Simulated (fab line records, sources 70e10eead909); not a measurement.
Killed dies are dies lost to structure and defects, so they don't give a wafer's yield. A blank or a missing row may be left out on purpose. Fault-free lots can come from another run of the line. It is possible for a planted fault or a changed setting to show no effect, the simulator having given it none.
What tool caused it? | flow nand harc | Sampling: 11 lots, 30 wafers, 3 of 1159 route steps

WHAT THE GAUGES READ, wafer by wafer
NHARC_A_ONON_D1_THK_MEAS_34: measures by ellipsometry.
lot  | measured     | on            | thk nm (nm)
L395 | day 8 10:47  | film metro-02 | 196.7 198.0 202.6
L397 | day 8 17:37  | film metro-02 | 198.8 201.6 203.1
L398 | day 8 17:37  | film metro-01 | 195.2 199.6 200.5
L396 | day 8 17:33  | film metro-01 | 200.7 206.0 205.7
L402 | day 10 02:55 | film metro-02 | 198.2 202.3 198.9
L401 | day 10 03:30 | film metro-01 | 201.4 201.6 206.6
L404 | day 10 14:04 | film metro-02 | 201.3 201.0 199.9
L406 | day 11 04:51 | film metro-01 | 182.5 185.1
L408 | day 11 20:25 | film metro-02 | 201.0 185.8 198.5 182.6
L414 | day 12 16:15 | film metro-01 | 200.0 204.0 206.3
L415 | day 13 03:14 | film metro-01 | 198.6 200.6 202.8

WHAT TOOL EACH LOT RAN ON (gives the tool, then ch and the chambers of the sampled wafers, and finally the start)
lot  | NHARC_P_BONDPAD_CMP_19        | NHARC_A_ONON_D1_DEP_33
L395 | cmp-03 ch 0,1,3, day 6 21:39  | pecvd-03 ch 0,1,2, day 8 10:25
L397 | cmp-03 ch 0,1,3, day 7 04:23  | pecvd-03 ch 0,1,2, day 8 17:11
L398 | cmp-02 ch 0,1,2, day 7 05:14  | pecvd-02 ch 0,1,2, day 8 17:16
L396 | cmp-02 ch 0,2,3, day 7 05:49  | pecvd-01 ch 1,2, day 8 17:10
L402 | cmp-02 ch 0,2, day 8 09:03    | pecvd-03 ch 0,2, day 10 02:34
L401 | cmp-02 ch 0,2, day 8 11:19    | pecvd-03 ch 0,2, day 10 03:06
L404 | cmp-04 ch 1,2,3, day 8 21:53  | pecvd-03 ch 0,1,2, day 10 13:39
L406 | cmp-02 ch 3, day 9 16:13      | pecvd-03 ch 2, day 11 04:29
L408 | cmp-02 ch 2,3, day 10 08:14   | pecvd-03 ch 0,2, day 11 20:00
L414 | cmp-02 ch 1,2,3, day 11 03:51 | pecvd-02 ch 0,1,2, day 12 15:50
L415 | cmp-04 ch 0,2,3, day 11 14:19 | pecvd-01 ch 0,1,2, day 13 02:49
- NHARC_P_BONDPAD_CMP_19: polishes, t overpolish 30 s, cu recess touch 16 s, target thk 160.81 nm.
- NHARC_A_ONON_D1_DEP_33: deposits SiO2, target thk 200 nm.

THE ANSWER, worked out from the rows above alone
Rule: the lots themselves supply what counts as usual. Put in order of their means at a reading, lots are off if they are a third of the lots or fewer, leave a main group of 4 or more, and stand apart from it by a gap of 3 or more times the standard deviation of the main group's means; of several such gaps the widest counts. The tables above print the reading to a certain number of digits; a main group whose means all agree to those digits is not used. A lot without any number at a reading at which 4 lots or more have one is off too. The other lots that the step has rows for count as sound.
Off, at NHARC_A_ONON_D1_THK_MEAS_34 on thk nm: L406, L408. The main group has a mean of 201.2 nm with a standard deviation of 1.9.
If a tool, at a process step before that reading, ran all the lots that are off and no sound lot after the first of them, it fits. Gauges at NHARC_A_ONON_D1_THK_MEAS_34: tried the same way as those tools. One candidate fits, namely pecvd-03 at NHARC_A_ONON_D1_DEP_33. A fault onset in the window from L404 (day 10 13:39, its last sound lot) to L406 (day 11 04:29, its first lot off) fits.

WHAT THE SIMULATOR HAD PUT IN
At NHARC_A_ONON_D1_DEP_33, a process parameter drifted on pecvd-03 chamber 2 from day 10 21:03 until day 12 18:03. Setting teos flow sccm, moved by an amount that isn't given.
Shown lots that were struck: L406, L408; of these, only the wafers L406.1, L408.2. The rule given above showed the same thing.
